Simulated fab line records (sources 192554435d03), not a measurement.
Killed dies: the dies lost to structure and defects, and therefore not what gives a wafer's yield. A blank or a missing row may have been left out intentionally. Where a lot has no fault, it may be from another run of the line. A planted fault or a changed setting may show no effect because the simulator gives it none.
Matching of chambers + flow n5-finfet + N5_BEOL_M11_DEP_56 on pecvd-02: 3 sister chambers
The step deposits SiCN from 3MS/NH3, target thk 30 nm, time 10.5 s. 6 wafers are shown with their chamber, then 10 later ones without.

== WAFERS, EACH WITH ITS CHAMBER ==
| wafer  | chamber | throttle-valve-pct (%) | showerhead-plenum-p-Torr (Torr) |
|--------|---------|------------------------|---------------------------------|
| L083.1 | 2       | 16.4                   | 4.188                           |
| L086.4 | 1       | 17.8                   | 4.160                           |
| L086.5 | 0       | 17.9                   | 4.187                           |
| L086.6 | 1       | 18.0                   | 4.149                           |
| L089.3 | 0       | 17.7                   | 4.191                           |
| L089.4 | 2       | 16.9                   | 4.183                           |

== WAFERS WHOSE CHAMBER IS MISSING ==
| wafer  | throttle-valve-pct (%) | showerhead-plenum-p-Torr (Torr) |
|--------|------------------------|---------------------------------|
| L089.6 | 18.0                   | 4.149                           |
| L090.1 | 16.8                   | 4.182                           |
| L090.4 | 17.7                   | 4.149                           |
| L090.6 | 16.7                   | 4.175                           |
| L095.1 | 17.8                   | 4.146                           |
| L095.3 | 17.1                   | 4.188                           |
| L095.4 | 17.7                   | 4.144                           |
| L097.1 | 17.7                   | 4.183                           |
| L097.2 | 17.8                   | 4.149                           |
| L097.5 | 17.9                   | 4.151                           |

== WHICH CHAMBER EACH WENT THROUGH ==
| wafer  | from the rows above     | in truth |
|--------|-------------------------|----------|
| L089.6 | 1                       | 1        |
| L090.1 | 2                       | 2        |
| L090.4 | 1                       | 1        |
| L090.6 | 2                       | 2        |
| L095.1 | 1                       | 1        |
| L095.3 | can't be placed: 2 or 0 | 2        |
| L095.4 | 1                       | 1        |
| L097.1 | 0                       | 0        |
| L097.2 | 1                       | 1        |
| L097.5 | 1                       | 1        |
Correct placement for 9 of the 10. Can't be placed from these rows: 1 (the true chamber is among the candidates in 1). 0 placed wrongly.
How it was worked out, from the rows above alone: a wafer's distance from a chamber is the root of the sum, over the readings, of the square of ((its reading less the chamber's mean) divided by the reading's scatter). If the next closest chamber is less than 2 further off than the closest, the wafer can't be placed; otherwise it belongs to the closest. The mean given for a chamber averages the wafers shown for that chamber. How the scatter is found: for the shown wafers, subtract from each reading the mean of its chamber, square and add these, divide the total by (wafers less chambers), then take the root.
